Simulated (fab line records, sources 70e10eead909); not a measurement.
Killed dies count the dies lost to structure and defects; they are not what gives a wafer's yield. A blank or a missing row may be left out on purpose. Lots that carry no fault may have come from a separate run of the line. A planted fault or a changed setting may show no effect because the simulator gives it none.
Which tool is to blame? -- flow nandHarc -- 13 lots with 37 wafers sampled at 6 steps, on a route of 1159 steps

## WHAT THE GAUGES READ, wafer by wafer
NHARC_A_M0_INSPECT_27. Usual: rawDefectCount at 469, with a standard deviation of 120.
lot,measured,on,rawDefectCount,flag
L178,day 17 17:40,defectInspect-02,395 481 472,
L177,day 17 20:52,defectInspect-01,333 331 357,
L179,day 18 06:26,defectInspect-02,462 525 558,
L180,day 18 07:43,defectInspect-01,562 563,
L181,day 18 11:01,defectInspect-02,823 672 544,
L182,day 20 07:29,defectInspect-01,401 434,
L190,day 20 14:36,defectInspect-02,267 324 409,
L192,day 21 07:43,defectInspect-01,451 434 469,
L194,day 21 20:59,defectInspect-02,360 413 305,
L197,day 22 18:01,defectInspect-01,340 366 349,
L196,day 22 19:29,defectInspect-01,354 326 317,
L198,day 23 06:13,defectInspect-02,312 382 363,
L199,day 23 12:17,defectInspect-02,520 343 349,

NHARC_END_SORT_01. Usual: defectLimitedYield 95.3 %, standard deviation 1.3; killedAtArray 28, standard deviation 9.1; killedAtOther 0.6, standard deviation 0.87; killedAtPeriphery 3.4, standard deviation 2.7; killedDies 32, standard deviation 9; killedOpen 3.2, standard deviation 1.9; killedShort 2.0, standard deviation 1.3; sort_bin_2_pct 1.5 %, standard deviation 0.57; sort_bin_3_pct 0.26 %, standard deviation 0.22; sort_bin_4_pct 2.9 %, standard deviation 0.91; sortNPass 645, standard deviation 9; sortRimYieldPct 93 %, standard deviation 3.3; sortYieldPct 95.3 %, standard deviation 1.3.
lot,measured,on,defectLimitedYield (%),killedAtArray,killedAtOther,killedAtPeriphery,killedDies,killedOpen,killedShort,sort_bin_2_pct (%),sort_bin_3_pct (%),sort_bin_4_pct (%),sortNPass,sortRimYieldPct (%),sortYieldPct (%),flag
L180,day 20 11:34,prober-02,94.2,24,3,12,39,3,2,1.8,0.30,3.7,638,96,94.2,OFF
L182,day 22 07:29,prober-02,93.4,38,0,7,45,5,1,3.1,0.15,3.4,632,93,93.4,
L194,day 24 12:34,prober-02,94.2 94.2 94.1,35 35 36,0 1 0,4 3 4,39 39 40,7 3 6,1 3 0,2.1 2.4 1.9,0.15 0.30 0.44,3.5 3.1 3.5,638 638 637,93 89 87,94.2 94.2 94.1,

## EACH LOT AND THE TOOL THAT RAN IT (in order: tool; ch and the chambers of the sampled wafers; start)
lot,NHARC_A_M1_PVD_20,NHARC_A_M1_ECD_22,NHARC_A_M1_CMP_23,NHARC_A_M1_PRE_CLEAN_32
L178,"pvdSputter-02, day 17 20:39 or earlier","ecdCu-01 ch 0,1, day 17 20:39","cmp-01 ch 0,2,3, day 17 21:26","pecvd-01 ch 0,1,2, day 17 21:56"
L177,"pvdSputter-03, day 17 23:50 or earlier","ecdCu-02 ch 0,1, day 17 23:50","cmp-03 ch 2,3, day 18 00:27","pecvd-02 ch 1,2, day 18 01:01"
L179,"pvdSputter-02, day 18 09:29 or earlier","ecdCu-02 ch 0,1, day 18 09:29","cmp-04 ch 1,2,3, day 18 10:12","pecvd-02 ch 0,1,2, day 18 10:54"
L180,"pvdSputter-01, day 18 11:07 or earlier","ecdCu-02 ch 0, day 18 11:07","cmp-01 ch 2, day 18 11:52","pecvd-04 ch 0,1, day 18 12:31"
L181,"pvdSputter-02, day 18 14:04 or earlier","ecdCu-01 ch 0,1, day 18 14:04","cmp-04 ch 0,2,3, day 18 14:47","pecvd-02 ch 0,2, day 18 15:25"
L182,"pvdSputter-01, day 20 10:27 or earlier","ecdCu-02 ch 0,1, day 20 10:27","cmp-01 ch 0,1, day 20 11:13","pecvd-04 ch 0,2, day 20 11:47"
L190,"pvdSputter-02, day 20 17:37 or earlier","ecdCu-01 ch 0,1, day 20 17:37","cmp-04 ch 0,1,2, day 20 18:21","pecvd-02 ch 0,1,2, day 20 18:52"
L192,"pvdSputter-02, day 21 10:52 or earlier","ecdCu-01 ch 0,1, day 21 10:52","cmp-04 ch 0,3, day 21 11:29","pecvd-04 ch 0,1, day 21 12:02"
L194,"pvdSputter-02, day 21 23:56 or earlier","ecdCu-01 ch 0,1, day 21 23:56","cmp-03 ch 1,2,3, day 22 00:43","pecvd-02 ch 1,2, day 22 01:14"
L197,"pvdSputter-02, day 22 21:07 or earlier","ecdCu-02 ch 0,1, day 22 21:07","cmp-04 ch 0,2,3, day 22 21:52","pecvd-01 ch 1,2, day 22 22:47"
L196,"pvdSputter-03, day 22 23:15 or earlier","ecdCu-01 ch 0,1, day 22 23:15","cmp-04 ch 1,3, day 22 23:56","pecvd-04 ch 0,2, day 23 00:28"
L198,"pvdSputter-02, day 23 09:13 or earlier","ecdCu-01 ch 0,1, day 23 09:13","cmp-04 ch 0,1,2, day 23 09:56","pecvd-04 ch 0,1,2, day 23 10:28"
L199,"pvdSputter-03, day 23 15:20 or earlier","ecdCu-02 ch 0,1, day 23 15:20","cmp-03 ch 1,3, day 23 16:01","pecvd-01 ch 1,2, day 23 16:33"
- NHARC_A_M1_PVD_20: deposits TaN, target thk 5 nm, time 8.06 s.
- NHARC_A_M1_ECD_22: material Cu, target thk 400 nm.
- NHARC_A_M1_CMP_23: polishes, t overpolish 20 s, target thk 154.34 nm.
- NHARC_A_M1_PRE_CLEAN_32: time 12 s.

## WHAT THE TOOLS THEMSELVES READ (means of the sampled wafers that have a number; where no wafer has one, the mark that the record gives instead)
NHARC_A_M1_PVD_20. Usual: substrateTempC 49.99 C, standard deviation 0.1; throttleValvePct 29.7 %, standard deviation 0.9.
lot,tool,substrateTempC (C),throttleValvePct (%),flag
L178,pvdSputter-02,49.97,30.0,
L177,pvdSputter-03,49.99,29.5,
L179,pvdSputter-02,50.05,29.8,
L180,pvdSputter-01,50.06,28.9,
L181,pvdSputter-02,49.88,30.7,
L182,pvdSputter-01,50.02,29.1,
L190,pvdSputter-02,50.00,30.5,
L192,pvdSputter-02,49.95,30.6,
L194,pvdSputter-02,50.01,30.8,
L197,pvdSputter-02,49.97,29.2,
L196,pvdSputter-03,49.96,29.5,
L198,pvdSputter-02,49.91,29.9,
L199,pvdSputter-03,50.00,29.6,

NHARC_A_M1_CMP_23. Usual: motorCurrentA 11.9 A, standard deviation 0.84; timeToEndpointS 28.7 s, standard deviation 2.6.
lot,tool,motorCurrentA (A),timeToEndpointS (s),flag
L178,cmp-01,12.0,30.3,
L177,cmp-03,12.6,28.3,
L179,cmp-04,11.7,28.6,
L180,cmp-01,13.1,19.1,OFF
L181,cmp-04,12.1,27.4,
L182,cmp-01,12.2,23.4,
L190,cmp-04,11.8,26.4,
L192,cmp-04,12.2,26.1,
L194,cmp-03,11.9,31.0,
L197,cmp-04,11.8,26.1,
L196,cmp-04,12.3,31.5,
L198,cmp-04,12.1,26.8,
L199,cmp-03,12.0,31.0,

NHARC_A_M1_PRE_CLEAN_32. Usual: heaterPowerW at 576 W, with a standard deviation of 83.
lot,tool,heaterPowerW (W),flag
L178,pecvd-01,576,
L177,pecvd-02,577,
L179,pecvd-02,520,
L180,pecvd-04,631,
L181,pecvd-02,606,
L182,pecvd-04,530,
L190,pecvd-02,526,
L192,pecvd-04,579,
L194,pecvd-02,541,
L197,pecvd-01,570,
L196,pecvd-04,528,
L198,pecvd-04,615,
L199,pecvd-01,602,

## THE ANSWER, worked out from the rows above alone
Rule: lot off if the mean of its wafers having a number is beyond 3 standard deviations from the usual mean. Also off: a lot with no number at a reading for which 4 or more lots have one. The other lots that the step has rows for count as sound. Order of review: gauges by route order, followed by the tools' own readings, for which a lot's mean as printed above is used. At the first step where some lot is off, the reading lying furthest off is the one used; lots without a number count as furthest.
Off: L180 (NHARC_END_SORT_01, killedAtPeriphery). Neither off nor sound, because the step has no rows for them: L178, L177, L179, L181, L190, L192, L197, L196, L198, L199.
A tool fits if, at a process step before that reading, it ran every lot that is off, and no sound lot after the first of them. The gauges at NHARC_END_SORT_01 aren't tried: what is off there is off at NHARC_A_M1_CMP_23 too, on other tools, and a gauge's error can't cause that. Because NHARC_A_M1_PVD_20 lacks a start for some lots, the hours and order of its lots are taken from NHARC_A_M1_ECD_22. Not one of the candidates tried fits.

## WHAT THE SIMULATOR HAD INSERTED
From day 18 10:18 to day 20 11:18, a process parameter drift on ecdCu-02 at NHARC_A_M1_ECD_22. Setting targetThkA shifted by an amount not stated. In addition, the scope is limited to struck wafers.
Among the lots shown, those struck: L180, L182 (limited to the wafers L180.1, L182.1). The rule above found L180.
